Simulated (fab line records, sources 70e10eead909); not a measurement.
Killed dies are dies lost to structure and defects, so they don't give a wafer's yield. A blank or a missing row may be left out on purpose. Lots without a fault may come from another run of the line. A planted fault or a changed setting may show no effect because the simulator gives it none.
fab line records | flow nand_harc
record lots=13 wafers=39 last_day=33
route steps=1302 shown P_GATE@149
lots that met no fault: from a run of the same line without faults
start_h: hours from the record's first day to the start of the lot's first wafer shown | wait_h: hours since the lot's step before | " the same as in the row above | L1.1+2: a row that stands for several wafers | - no value, or no start given | * or withheld: withheld | < > ~ a bound
route shown NAME@n: a module of which the file shows steps, and the number in the route of the first | usual: mean/standard deviation of fault-free wafers | same: alike in all rows | chamber/n: place in a boat | sites: the reading at each site | _std_site: their standard deviation | _edge_site: outer sites' mean less inner sites' | radius_mm: how far each site lies from the wafer's centre | mask NAME#n: copy n | behind: the tool/chamber that last shaped the wafer | hold: why the lot was held/for how many hours/how that ended | device: the transistor (n, p or np) that didn't switch | end of line: the same wafers' tests at the end of the route | a step without rows: its recipe alone | killed: dies lost to structure and defects at the first sort, not the wafer's yield | map: a wafer's dies, x killed, . not, _ none there
set.NAME: the setting as run; set.NAME@STEP: as run at that earlier step | model.NAME: the simulator's own value behind a step, which no gauge read
steps of the route over a sample of lots; a table a step, a row a wafer
services: from which hour (start_h, from the record's first day; less than 0 if before it) a tool's chamber was out of use, for how many hours, and why
## steps
# step NHARC_P_GATE_ETCH_32
# recipe target_depth_a=1500 over_etch_frac=1 over_etch_ion_energy_ev=40 time_s=100.1 hbr_flow_sccm=150 cl2_flow_sccm=50 rf_w=400 icp_w=400 bias_w=100 chemistry=HBr/Cl2
# usual drypump_motor_current_A=5.6/0.3 oes_product_au=1.002/0.0087 throttle_valve_pct=26.407/0.0096
# columns lot.wafer tool chamber start_h wait_h drypump_motor_current_A oes_product_au rf_hours_counter_h throttle_valve_pct
L430.1 rie_si-04 0 98.41 - 6.0 0.988 0.60 26.402
L430.2 " 3 " " 6.1 1.002 0.76 26.403
L430.5 " 0 " " 6.1 0.997 - 26.408
L431.2 rie_si-03 0 106.23 - 5.5 1.014 0.26 26.405
L431.3 " 1 " " 5.6 1.004 0.31 26.414
L431.1 " 2 " " 5.7 1.003 0.34 26.417
L432.4 rie_si-03 2 112.31 - 5.7 0.999 0.41 26.407
L432.1 " 0 " " 5.5 1.024 0.35 26.385
L432.5 " 3 " " 5.2 1.005 - 26.403
L434.1 rie_si-03 0 136.99 - 5.5 1.012 0.48 26.395
L434.3 " 3 " " 5.1 1.011 0.58 26.417
L434.5 " 1 " " 5.5 1.013 - 26.400
L435.4 rie_si-02 0 144.27 - 5.3 0.990 0.20 26.406
L435.2 " 2 " " 6.1 0.999 0.16 26.411
L435.5 " 0 " " 5.3 0.998 - 26.396
L437.2 rie_si-02 3 170.37 - 5.2 0.996 0.32 26.385
L437.3 " 1 " " 5.8 1.000 0.38 26.424
L437.6 " 3 " " 5.2 0.982 - 26.396
L438.2 rie_si-03 2 190.71 - 5.6 1.017 1.05 26.414
L438.3 " 3 " " 5.1 1.013 0.98 26.406
L438.4 " 0 " " 5.5 1.009 0.84 26.423
L439.2 rie_si-03 2 193.52 - 5.7 1.012 1.13 26.417
L439.4 " 3 " " 5.2 1.009 1.02 26.404
L439.6 " 2 " " 5.7 1.007 - 26.400
L440.4 rie_si-02 3 194.18 - 5.3 0.993 0.52 26.415
L440.3 " 1 " " 5.8 0.993 0.58 26.383
L440.5 " 2 " " 6.1 0.992 - 26.399
L449.1 rie_si-04 1 282.77 - 5.8 0.987 0.59 26.402
L449.5 " 3 " " 6.1 0.993 - 26.414
L449.6 " 0 " " 6.0 0.987 - 26.407
L450.1 rie_si-03 3 303.39 - 5.1 1.005 0.44 26.407
L450.4 " 2 " " 5.6 0.994 0.47 26.408
L450.5 " 3 " " 5.1 0.992 - 26.408
L451.2 rie_si-02 1 313.77 - 5.8 1.014 0.15 26.402
L451.1 " 2 " " 6.1 1.018 0.11 26.404
L451.4 " 2 " " 6.1 1.007 - 26.403
L453.2 rie_si-03 1 322.51 - 5.6 0.986 0.71 26.409
L453.5 " 2 " " 5.7 0.991 - 26.436
L453.6 " 3 " " 5.2 1.006 - 26.397
# step NHARC_P_GATE_STRIP_108
# recipe o2_flow_sccm=500 ar_flow_sccm=0 bias_w=0 chemistry=O2
# usual drypump_motor_current_A=5.6/0.31 oes_product_au=1.003/0.0084 rf_vpp_V=58.0/0.92 showerhead_plenum_p_Torr=3.59/0.12 throttle_valve_pct=17.037/0.0093
# columns lot.wafer tool chamber start_h wait_h drypump_motor_current_A oes_product_au rf_hours_counter_h rf_vpp_V showerhead_plenum_p_Torr throttle_valve_pct
L430.2 rie_diel-02 0 98.56 - 5.5 0.987 4.0 59.1 3.69 17.034
L430.1 " 2 " " 5.9 1.000 3.9 56.9 3.32 17.036
L430.5 " 1 " " 5.6 0.994 - 58.5 3.65 17.040
L431.3 rie_diel-12 2 106.38 - 5.4 1.020 0.5 58.3 3.63 17.020
L431.2 " 3 " " 5.3 1.007 0.2 58.5 3.74 17.026
L431.1 " 1 " " 6.1 0.997 0.5 58.0 3.58 17.039
L432.1 rie_diel-02 2 112.47 - 6.0 1.006 4.3 58.1 3.32 17.029
L432.4 " 1 " " 5.6 0.993 4.5 59.5 3.65 17.029
L432.5 " 2 " " 5.9 0.997 - 59.4 3.32 17.032
L434.3 rie_diel-12 0 137.15 - 5.3 1.001 0.8 57.4 3.66 17.045
L434.1 " 3 " " 5.3 1.005 1.1 59.3 3.74 17.041
L434.5 " 0 " " 5.3 1.004 - 56.3 3.66 17.036
L435.2 rie_diel-10 2 144.44 - 5.4 0.989 3.2 60.6 3.53 17.040
L435.4 " 0 " " 6.0 0.997 3.3 58.1 3.60 17.042
L435.5 " 2 " " 5.4 0.995 - 57.9 3.53 17.056
L437.3 rie_diel-10 3 170.56 - 5.6 1.003 3.6 55.6 3.35 17.041
L437.2 " 0 " " 5.9 0.992 4.3 57.3 3.60 17.029
L437.6 " 0 " " 5.9 0.992 - 56.0 3.60 17.035
L438.4 rie_diel-12 2 190.87 - 5.4 1.007 4.9 58.2 3.63 17.040
L438.2 " 3 " " 5.3 1.004 5.4 58.4 3.73 17.017
L438.3 " 0 " " 5.3 1.008 5.9 59.2 3.66 17.046
L439.4 rie_diel-12 3 193.68 - 5.3 1.007 5.4 59.3 3.73 17.034
L439.2 " 0 " " 5.3 1.010 6.0 58.2 3.66 17.044
L439.6 " 3 " " 5.3 1.014 - 57.7 3.73 17.030
L440.4 rie_diel-12 2 194.35 - 5.4 1.019 5.0 58.7 3.63 17.035
L440.3 " 3 " " 5.3 0.997 5.4 58.7 3.73 17.043
L440.5 " 0 " " 5.3 1.001 - 57.1 3.66 17.033
L449.1 rie_diel-12 2 282.90 - 5.4 1.000 0.1 58.6 3.63 17.040
L449.5 " 2 " " 5.4 1.009 - 57.1 3.63 17.029
L449.6 " 3 " " 5.3 1.004 - 56.5 3.73 17.034
L450.4 rie_diel-02 3 303.57 - 5.2 1.000 5.3 57.6 3.69 17.031
L450.1 " 0 " " 5.6 1.002 5.9 60.7 3.68 17.045
L450.5 " 3 " " 5.1 1.004 - 58.6 3.69 17.050
L451.4 rie_diel-12 0 313.98 - 5.3 1.012 1.9 56.9 3.65 17.050
L451.2 " 1 " " 6.1 1.001 1.7 57.9 3.58 17.046
L451.1 " 2 " " 5.4 0.999 1.3 59.2 3.63 17.042
L453.2 rie_diel-10 0 322.64 - 6.0 1.025 3.6 57.2 3.60 17.046
L453.5 " 3 " " 5.6 1.014 - 57.6 3.34 17.037
L453.6 " 0 " " 6.0 1.011 - 58.1 3.60 17.041
# step NHARC_P_GATE_STRIP_101
# recipe time_s=20 o2_flow_sccm=500 ar_flow_sccm=0 bias_w=0 chemistry=O2
# usual drypump_motor_current_A=5.61/0.28 oes_product_au=1.001/0.0084 rf_vpp_V=57.7/0.87 showerhead_plenum_p_Torr=3.54/0.14 throttle_valve_pct=17.037/0.0095
# columns lot.wafer tool chamber start_h wait_h drypump_motor_current_A oes_product_au rf_hours_counter_h rf_vpp_V showerhead_plenum_p_Torr throttle_valve_pct
L430.1 rie_diel-10 2 108.80 0.1 5.35 0.996 0.6 57.5 3.53 17.035
L430.2 " 3 " " 5.58 1.000 0.6 57.1 3.35 17.042
L430.5 " 3 " " 5.57 0.995 - 57.7 3.35 17.035
L431.2 rie_diel-02 3 116.57 0.1 5.13 1.002 4.5 57.6 3.69 17.044
L431.1 " 0 " " 5.55 1.005 4.4 59.2 3.69 17.033
L431.3 " 1 " " 5.63 1.006 4.5 57.4 3.65 17.016
L432.1 rie_diel-10 0 122.68 0.1 5.93 1.008 1.5 58.0 3.60 17.044
L432.4 " 3 " " 5.58 0.996 1.4 56.8 3.35 17.034
L432.5 " 1 " " 5.88 1.004 - 57.9 3.42 17.036
L434.1 rie_diel-02 2 147.48 0.1 5.89 1.001 7.1 55.7 3.32 17.043
L434.3 " 0 " " 5.54 0.997 7.2 58.5 3.69 17.043
L434.5 " 1 " " 5.64 0.997 - 56.4 3.65 17.036
L435.2 rie_diel-02 2 154.61 0.1 5.92 0.995 7.1 55.7 3.32 17.046
L435.4 " 3 " " 5.17 0.999 6.7 57.9 3.69 17.039
L435.5 " 1 " " 5.61 1.002 - 58.2 3.65 17.056
L437.3 rie_diel-10 3 180.81 0.1 5.60 0.994 4.2 56.2 3.35 17.039
L437.2 " 1 " " 5.91 0.998 5.4 59.4 3.41 17.021
L437.6 " 2 " " 5.36 0.994 - 58.2 3.53 17.031
L438.3 rie_diel-12 0 203.23 0.1 5.27 1.016 6.2 59.4 3.66 17.033
L438.4 " 1 " " 6.06 1.001 5.7 58.8 3.58 17.017
L438.2 " 2 " " 5.40 1.004 5.2 59.1 3.63 17.037
L439.2 rie_diel-02 0 203.87 0.1 5.51 0.992 9.4 56.7 3.68 17.039
L439.4 " 1 " " 5.63 0.991 10.7 58.9 3.64 17.035
L439.6 " 2 " " 5.96 0.981 - 58.7 3.31 17.029
L440.4 rie_diel-10 0 204.51 0.1 5.92 0.988 7.0 57.3 3.60 17.041
L440.3 " 1 " " 5.92 1.005 8.5 57.4 3.41 17.032
L440.5 " 2 " " 5.34 0.980 - 57.1 3.53 17.046
L449.1 rie_diel-10 0 293.08 0.1 5.98 1.008 0.9 56.7 3.60 17.047
L449.6 " 0 " " 5.99 1.006 - 56.8 3.60 17.036
L449.5 " 1 " " 5.90 1.000 - 58.2 3.41 17.034
L450.4 rie_diel-10 1 313.80 0.1 5.87 0.998 2.8 57.5 3.41 17.039
L450.1 " 2 " " 5.31 0.999 3.0 57.2 3.53 17.019
L450.5 " 2 " " 5.35 0.989 - 57.1 3.53 17.031
L451.4 rie_diel-02 2 324.06 0.1 5.89 1.002 6.4 56.5 3.31 17.029
L451.2 " 3 " " 5.13 1.003 6.3 57.8 3.68 17.024
L451.1 " 1 " " 5.62 0.997 7.1 57.9 3.64 17.048
L453.2 rie_diel-10 2 332.91 0.1 5.37 1.004 3.2 57.6 3.53 17.041
L453.5 " 3 " " 5.53 1.009 - 57.5 3.34 17.027
L453.6 " 0 " " 5.98 1.011 - 58.3 3.60 17.048
# step NHARC_P_GATE_EXPOSE_56
# recipe na=0.6 target_cd_nm=720 dose_mj=14.81 mask_id=P_PSD
# columns lot.wafer tool chamber start_h wait_h mask
L430.1+2+5 krf_scanner-02 0 111.32 - P_PSD#0
L431.1+2+3 krf_scanner-01 0 119.09 - P_PSD#0
L432.1+4+5 krf_scanner-02 0 125.20 - P_PSD#0
L434.1+3+5 krf_scanner-02 0 149.86 - P_PSD#0
L435.2+4+5 krf_scanner-04 0 157.01 - P_PSD#0
L437.2+3+6 krf_scanner-02 0 183.34 - P_PSD#0
L438.2+3+4 krf_scanner-04 0 205.80 - P_PSD#0
L439.2+4+6 krf_scanner-01 0 206.36 - P_NSD#0
L440.3+4+5 krf_scanner-04 0 207.08 - P_PSD#0
L449.1+5+6 krf_scanner-01 0 295.49 - P_PSD#0
L450.1+4+5 krf_scanner-01 0 316.32 - P_PSD#0
L451.1+2+4 krf_scanner-04 0 326.58 - P_PSD#0
L453.2+5+6 krf_scanner-04 0 341.23 - P_PSD#0
# step NHARC_P_GATE_CD_MEAS_59
# recipe target_cd_nm=720 landing_energy_ev=500
# usual cd_nm=719.9/1.4
# columns lot.wafer tool chamber start_h wait_h cd_nm
L430.1 cd_sem-03 0 111.48 - 720.0
L430.2 " 0 " " 719.9
L430.5 " 0 " " 719.4
L431.1 cd_sem-02 0 119.24 - 720.3
L431.2 " 0 " " 720.0
L431.3 " 0 " " 720.0
L432.1 cd_sem-02 0 125.35 - 719.6
L432.4 " 0 " " 720.9
L432.5 " 0 " " 721.6
L434.1 cd_sem-02 0 150.01 - 721.3
L434.3 " 0 " " 721.0
L434.5 " 0 " " 721.1
L435.2 cd_sem-02 0 157.17 - 717.6
L435.4 " 0 " " 718.5
L435.5 " 0 " " 718.9
L437.2 cd_sem-03 0 183.49 - 719.8
L437.3 " 0 " " 721.5
L437.6 " 0 " " 719.0
L438.2 cd_sem-03 0 205.95 - 718.9
L438.3 " 0 " " 717.9
L438.4 " 0 " " 718.8
L439.2 cd_sem-02 0 206.51 - -
L439.4 " 0 " " -
L439.6 " 0 " " -
L440.3 cd_sem-02 0 207.23 - 720.9
L440.4 " 0 " " 720.6
L440.5 " 0 " " 721.3
L449.1 cd_sem-03 0 295.65 - 718.6
L449.5 " 0 " " 720.0
L449.6 " 0 " " 720.3
L450.1 cd_sem-01 0 316.48 - 720.8
L450.4 " 0 " " 719.5
L450.5 " 0 " " 718.8
L451.1 cd_sem-01 0 326.74 - 719.6
L451.2 " 0 " " 721.4
L451.4 " 0 " " 720.9
L453.2 cd_sem-01 0 341.38 - 721.9
L453.5 " 0 " " 721.2
L453.6 " 0 " " 721.8
## services
# columns tool chamber start_h hours kind
rie_diel-12 - 91.46 9.0 pm
krf_scanner-02 - 94.00 4.0 pm
rie_si-02 - 100.00 9.0 pm
rie_diel-12 0 104.03 7.6 repair
krf_scanner-02 - 107.81 1.2 repair
rie_si-03 2 114.80 4.1 repair
rie_si-02 1 116.54 1.1 repair
rie_si-03 - 138.82 0.7 repair
krf_scanner-01 - 140.00 4.0 pm
rie_diel-10 1 157.19 7.7 repair
rie_si-02 2 162.81 7.7 repair
krf_scanner-04 - 182.00 4.0 pm
rie_diel-12 3 182.55 2.5 repair
rie_diel-02 0 184.27 3.9 repair
rie_diel-12 1 195.26 6.4 repair
krf_scanner-01 - 197.63 0.2 repair
rie_si-02 0 205.25 7.7 repair
rie_diel-02 - 216.70 9.0 pm
rie_si-03 - 221.00 9.0 pm
krf_scanner-04 - 223.34 0.7 repair
rie_diel-10 - 242.50 9.0 pm
rie_diel-12 - 268.46 9.0 pm
rie_diel-02 1 316.32 2.1 repair
rie_diel-10 - 321.63 0.4 repair
## key
first_sign step=NHARC_P_GATE_EXPOSE_56 reading=mask direction=changed
effect step=NHARC_P_GATE_CD_MEAS_59 reading=cd_nm direction=missing
met_at NHARC_P_GATE_EXPOSE_56
struck_lots L439
later_rows_left_out L439.2,L439.4,L439.6
sort_left_out L439.2,L439.4,L439.6
tester_left_out L439
not_acting_at NHARC_P_GATE_ETCH_32,NHARC_P_GATE_STRIP_108,NHARC_P_GATE_STRIP_101
onset_between 119.09 206.36
fault kind=wrong_mask tool=any chamber=- onset_h=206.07 steps=NHARC_P_GATE_EXPOSE_56 aux_copy=P_NSD#0 scope=struck_lots_only
# tester_left_out: of these lots the tester's yield and bins aren't shown, on N5 and GAA mostly nor the transistor test; their killed dies are dies lost to structure and defects alone, not to doping, threshold or leakage, so they don't give the yield
# sort_left_out: the simulated sort isn't trusted on such a fault, so these wafers' sort isn't shown, and their yield isn't known
# later_rows_left_out: the simulator's readings of these wafers behind a module that went badly wrong aren't trusted and aren't shown, but for the sort
